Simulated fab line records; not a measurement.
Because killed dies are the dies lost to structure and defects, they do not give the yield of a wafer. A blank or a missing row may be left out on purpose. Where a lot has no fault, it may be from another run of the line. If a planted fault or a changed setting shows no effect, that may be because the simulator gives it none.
Matching of chambers | flow n5 finfet | 3 sister chambers for N5_BEOL_M12_DEP_53 on pecvd-02
The step deposits SiCN from 3MS/NH3, target thk 30 nm, time 10.5 s. 16 wafers are shown with their chamber, then 8 later ones without.

## WAFERS WITH THEIR CHAMBER
wafer  | chamber | throttle valve pct (%) | showerhead plenum p Torr (Torr)
L078.3 | 2       | 17.1                   | 4.161
L078.4 | 1       | 18.3                   | 4.163
L078.5 | 2       | 17.1                   | 4.161
L081.1 | 1       | 18.0                   | 4.162
L081.2 | 2       | 17.3                   | 4.168
L081.3 | 2       | 17.3                   | 4.162
L081.4 | 1       | 18.2                   | 4.135
L081.5 | 2       | 17.1                   | 4.165
L081.6 | 1       | 18.2                   | 4.159
L085.2 | 0       | 17.4                   | 4.157
L085.3 | 1       | 18.4                   | 4.165
L085.6 | 2       | 17.0                   | 4.180
L093.1 | 1       | 17.9                   | 4.153
L093.2 | 2       | 17.1                   | 4.169
L093.3 | 0       | 17.5                   | 4.160
L093.4 | 1       | 18.4                   | 4.162

SIGNATURES, as means of the wafers listed above
reading                  | chamber 0 | chamber 1 | chamber 2 | scatter within a chamber
throttle valve pct       | 17.450    | 18.200    | 17.143    | 0.152
showerhead plenum p Torr | 4.15850   | 4.15700   | 4.16657   | 0.00847
Rule: a wafer's distance from a chamber is the root of the sum, over the readings, of the square of ((its reading less the chamber's mean) divided by the reading's scatter). The wafer belongs to the nearest chamber; if the next one is less than 2 further off, it can't be placed. The scatter: the root of (the sum of the squares of (reading less its chamber's mean) over the shown wafers, divided by (wafers less chambers)).

## WAFERS WHOSE CHAMBER IS MISSING
wafer  | throttle valve pct (%) | showerhead plenum p Torr (Torr)
L093.5 | 17.3                   | 4.168
L093.6 | 17.2                   | 4.168
L096.1 | 17.3                   | 4.167
L096.2 | 17.6                   | 4.154
L096.3 | 18.2                   | 4.163
L096.4 | 17.0                   | 4.174
L096.5 | 17.8                   | 4.163
L096.6 | 18.3                   | 4.162

## EACH ONE'S CHAMBER
wafer  | from the rows above          | in truth
L093.5 | can't be placed: 2 or 0      | 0
L093.6 | can't be placed: 2 or 0      | 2
L096.1 | can't be placed: 2 or 0      | 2
L096.2 | 0                            | 0
L096.3 | 1                            | 1
L096.4 | 2                            | 2
L096.5 | can't be placed: 0 or 1 or 2 | 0
L096.6 | 1                            | 1
Correctly placed: 4 of 8. Cannot be placed on the basis of these rows: 4; the candidates contain the true chamber in 4. Placed wrongly: 0.
